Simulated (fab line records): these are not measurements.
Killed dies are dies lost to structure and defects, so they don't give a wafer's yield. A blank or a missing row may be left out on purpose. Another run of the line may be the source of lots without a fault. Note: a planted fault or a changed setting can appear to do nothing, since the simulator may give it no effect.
Which of the tools did it? ; flow n5Finfet ; 24 lots, 72 wafers sampled, at 4 steps of a route of 1938

## WHAT EACH GAUGE READ, for each wafer
N5_BEOL_M2_THK_MEAS_53: measures by xrf. Usual: for M2_THK the level is 39.7 nm and the standard deviation is 1.3.
lot;measured;on;M2_THK (nm);flag
L074;day 6 21:48;filmMetro-02;38.1 37.2 38.4;
L075;day 7 07:29;filmMetro-02;39.7 39.0 38.5;
L077;day 7 07:44;filmMetro-02;39.7 37.9 37.9;
L076;day 7 10:56;filmMetro-02;40.3 39.3 38.9;
L079;day 8 02:09;filmMetro-01;38.0 39.3 38.5;
L080;day 8 07:05;filmMetro-02;37.5 39.4 39.0;
L078;day 8 10:03;filmMetro-02;39.7 38.8 38.4;
L081;day 8 11:53;filmMetro-01;39.4 39.4 39.0;
L082;day 8 14:53;filmMetro-02;40.3 40.3 38.9;
L083;day 9 04:17;filmMetro-01;39.4 38.7 39.5;
L084;day 9 04:33;filmMetro-02;38.8 38.2 39.1;
L085;day 9 15:01;filmMetro-01;41.4 40.5 39.6;
L086;day 9 17:06;filmMetro-02;39.1 38.9 38.7;
L087;day 10 14:01;filmMetro-01;40.3 41.5 39.9;
L088;day 10 18:16;filmMetro-02;39.0 38.5 40.9;
L090;day 10 21:22;filmMetro-01;41.3 39.6 41.0;
L089;day 11 00:33;filmMetro-02;39.8 39.6 40.7;
L091;day 11 03:14;filmMetro-01;39.5 39.4 38.9;
L092;day 11 11:14;filmMetro-02;39.0 40.3 39.2;
L093;day 11 19:39;filmMetro-02;39.4 37.8 39.5;
L094;day 11 22:24;filmMetro-01;40.7 39.9 41.6;
L095;day 12 08:26;filmMetro-02;41.0 39.8 40.2;
L096;day 12 14:02;filmMetro-02;42.0 38.9 41.1;
L097;day 12 19:08;filmMetro-01;41.8 41.4 42.0;

N5_BEOL_M3_INSPECT_13: inspects for defects (brightfield). Usual: rawDefectCount at 406, with a standard deviation of 100.
lot;measured;on;rawDefectCount;flag
L074;day 7 00:04;defectInspect-01;280 386 180;
L075;day 7 10:04;defectInspect-01;495 491 488;
L077;day 7 10:10;defectInspect-01;370 310 463;
L076;day 7 14:08;defectInspect-01;670 356 476;
L079;day 8 06:38;defectInspect-01;302 411 365;
L080;day 8 10:07;defectInspect-02;577 628 549;
L078;day 8 11:55;defectInspect-02;329 326 416;
L081;day 8 16:56;defectInspect-02;395 399 359;
L082;day 8 17:25;defectInspect-01;436 476 347;
L083;day 9 05:17;defectInspect-02;418 354 371;
L084;day 9 06:02;defectInspect-01;435 409 362;
L085;day 9 19:15;defectInspect-01;462 645 511;
L086;day 9 19:37;defectInspect-01;313 393 389;
L087;day 10 15:44;defectInspect-01;304 293 332;
L088;day 10 21:05;defectInspect-01;468 440 456;
L090;day 10 22:49;defectInspect-01;330 294 395;
L089;day 11 03:04;defectInspect-01;444 715 640;
L091;day 11 07:04;defectInspect-01;358 409 375;
L092;day 11 12:34;defectInspect-02;426 283 354;
L093;day 11 22:53;defectInspect-02;353 400 366;
L094;day 12 00:14;defectInspect-01;393 382 318;
L095;day 12 10:41;defectInspect-01;393 372 357;
L096;day 12 17:34;defectInspect-02;370 436 385;
L097;day 12 21:07;defectInspect-01;313 344 307;

N5_BEOL_M3_CD_MEAS_35: target cd 18 nm, target cd y 21 nm. Usual: cdNm at 17.89 nm, with a standard deviation of 0.28.
lot;measured;on;cdNm (nm);flag
L074;day 7 10:34;cdSem-01;17.91 17.79 17.76;
L075;day 7 14:15;cdSem-02;18.15 18.40 17.88;
L077;day 7 13:46;cdSem-01;17.56 18.25 17.96;
L076;day 7 18:07;cdSem-01;17.70 17.49 17.87;
L079;day 8 16:44;cdSem-03;18.30 18.04 17.95;
L080;day 8 20:08;cdSem-01;17.69 17.56 17.62;
L078;day 8 21:01;cdSem-01;17.74 18.27 17.91;
L081;day 8 21:10;cdSem-01;18.47 18.59 17.58;
L082;day 8 22:26;cdSem-02;17.86 17.60 17.66;
L083;day 9 07:07;cdSem-02;17.67 17.95 18.13;
L084;day 9 08:33;cdSem-01;17.68 17.86 18.11;
L085;day 10 02:22;cdSem-01;18.31 17.84 17.73;
L086;day 10 05:40;cdSem-03;17.46 17.91 17.61;
L087;day 10 17:38;cdSem-01;17.89 17.52 17.90;
L088;day 10 23:01;cdSem-03;17.91 17.88 18.33;
L090;day 11 02:41;cdSem-03;18.17 17.58 18.27;
L089;day 11 08:02;cdSem-02;18.16 18.21 17.60;
L091;day 11 11:53;cdSem-01;17.77 17.90 18.17;
L092;day 11 14:30;cdSem-01;17.77 17.84 17.39;
L093;day 12 00:56;cdSem-03;17.75 17.30 18.55;
L094;day 12 05:28;cdSem-01;17.70 17.70 17.93;
L095;day 12 13:47;cdSem-02;18.07 17.62 17.72;
L096;day 12 20:22;cdSem-01;17.81 17.88 18.13;
L097;day 13 02:00;cdSem-01;18.34 18.38 18.11;

## TOOL THAT RAN EACH LOT (tool first, then ch and the chambers of the sampled wafers, then the start)
lot;N5_BEOL_M3_ETCH_74
L074;rieDiel-01 ch 0,2,3, day 7 00:08
L075;rieDiel-01 ch 1,3, day 7 10:18
L077;rieDiel-03 ch 1,3, day 7 10:25
L076;rieDiel-03 ch 1,2,3, day 7 14:14
L079;rieDiel-01 ch 1,2, day 8 06:43
L080;rieDiel-03 ch 2,3, day 8 10:11
L078;rieDiel-05 ch 1,2,3, day 8 11:59
L081;rieDiel-03 ch 0,1,2, day 8 17:02
L082;rieDiel-03 ch 0,2,3, day 8 17:29
L083;rieDiel-01 ch 0,2, day 9 05:21
L084;rieDiel-03 ch 0,3, day 9 06:05
L085;rieDiel-03 ch 1,2,3, day 9 19:56
L086;rieDiel-03 ch 1,2,3, day 9 20:12
L087;rieDiel-05 ch 0,1, day 10 15:48
L088;rieDiel-01 ch 0,3, day 10 21:09
L090;rieDiel-05 ch 1,2,3, day 10 23:05
L089;rieDiel-03 ch 0,1,2, day 11 03:08
L091;rieDiel-05 ch 2,3, day 11 07:10
L092;rieDiel-01 ch 0,1,3, day 11 12:38
L093;rieDiel-05 ch 0,1, day 11 22:58
L094;rieDiel-03 ch 1,2,3, day 12 00:19
L095;rieDiel-01 ch 0,2,3, day 12 10:46
L096;rieDiel-05 ch 0,2,3, day 12 17:38
L097;rieDiel-01 ch 0,3, day 12 21:24
- N5_BEOL_M3_ETCH_74: etches underlayer in N2/H2, target depth 6.5 nm, time 5.2 s.

## WHAT THE TOOLS THEMSELVES READ (means of the sampled wafers that have a number; where no wafer has one, the mark that the record gives instead)
N5_BEOL_M3_ETCH_74. Usual: for drypumpMotorCurrentA, 5.6 A with a standard deviation of 0.57; for etchRfOnTimeS, 5.17 s with a standard deviation of 0.088; for oesProductAu, 0.67 a.u. with a standard deviation of 0.076; for rfFwdPowerW, 819.0 W with a standard deviation of 2.5; for rfVppV, 524 V with a standard deviation of 3.4; for showerheadPlenumPTorr, 2.56 Torr with a standard deviation of 0.11; for throttleValvePct, 17.80 % with a standard deviation of 0.21.
lot;tool;drypumpMotorCurrentA (A);etchRfOnTimeS (s);oesProductAu (a.u.);rfFwdPowerW (W);rfVppV (V);showerheadPlenumPTorr (Torr);throttleValvePct (%);flag
L074;rieDiel-01;5.8;5.20;0.61;818.7;526;2.63;18.06;
L075;rieDiel-01;5.5;5.19;0.72;818.6;528;2.68;17.62;
L077;rieDiel-03;5.3;5.16;0.65;816.8;526;2.55;17.69;
L076;rieDiel-03;5.3;5.22;0.65;819.0;524;2.55;17.69;
L079;rieDiel-01;6.2;5.17;0.68;816.7;527;2.66;18.04;
L080;rieDiel-03;5.2;5.21;0.65;820.5;521;2.45;17.69;
L078;rieDiel-05;6.3;5.26;0.61;821.3;521;2.46;18.05;
L081;rieDiel-03;5.3;5.19;0.62;820.2;527;2.63;17.77;
L082;rieDiel-03;5.3;5.21;0.63;819.5;523;2.54;17.76;
L083;rieDiel-01;6.1;5.23;0.59;815.5;526;2.62;18.16;
L084;rieDiel-03;5.3;5.17;0.61;818.9;523;2.52;17.82;
L085;rieDiel-03;5.3;5.23;0.64;819.9;522;2.54;17.72;
L086;rieDiel-03;5.3;5.17;0.64;820.4;524;2.54;17.73;
L087;rieDiel-05;5.1;5.16;0.75;819.9;522;2.48;17.73;
L088;rieDiel-01;5.6;4.99;0.84;818.2;525;2.61;17.62;
L090;rieDiel-05;6.3;5.19;0.68;817.3;521;2.46;17.94;
L089;rieDiel-03;5.3;5.25;0.61;820.5;527;2.62;17.80;
L091;rieDiel-05;6.4;5.28;0.61;816.8;521;2.43;17.95;
L092;rieDiel-01;5.6;5.03;0.79;818.6;526;2.63;17.58;
L093;rieDiel-05;5.1;5.11;0.74;821.7;523;2.48;17.72;
L094;rieDiel-03;5.3;5.22;0.62;819.7;524;2.53;17.74;
L095;rieDiel-01;5.8;5.05;0.74;820.1;524;2.61;17.85;
L096;rieDiel-05;5.9;5.20;0.65;820.7;520;2.44;17.85;
L097;rieDiel-01;5.3;5.05;0.78;819.5;526;2.60;17.57;

## THE ANSWER, worked out from the rows above alone
Rule: lot off if the mean of its wafers having a number is beyond 3 standard deviations from the usual mean. A lot without any number at a reading at which 4 lots or more have one is off too. All remaining lots with rows at the step are treated as sound. The gauges are gone through in route order, then the tools' own readings, and for those a lot's mean is taken as printed above. At the first step where some lot is off, the reading lying furthest off is the one used; lots without a number count as furthest.
No lot is off at any reading shown: from this, nothing can be told.

## WHAT THE SIMULATOR PUT IN
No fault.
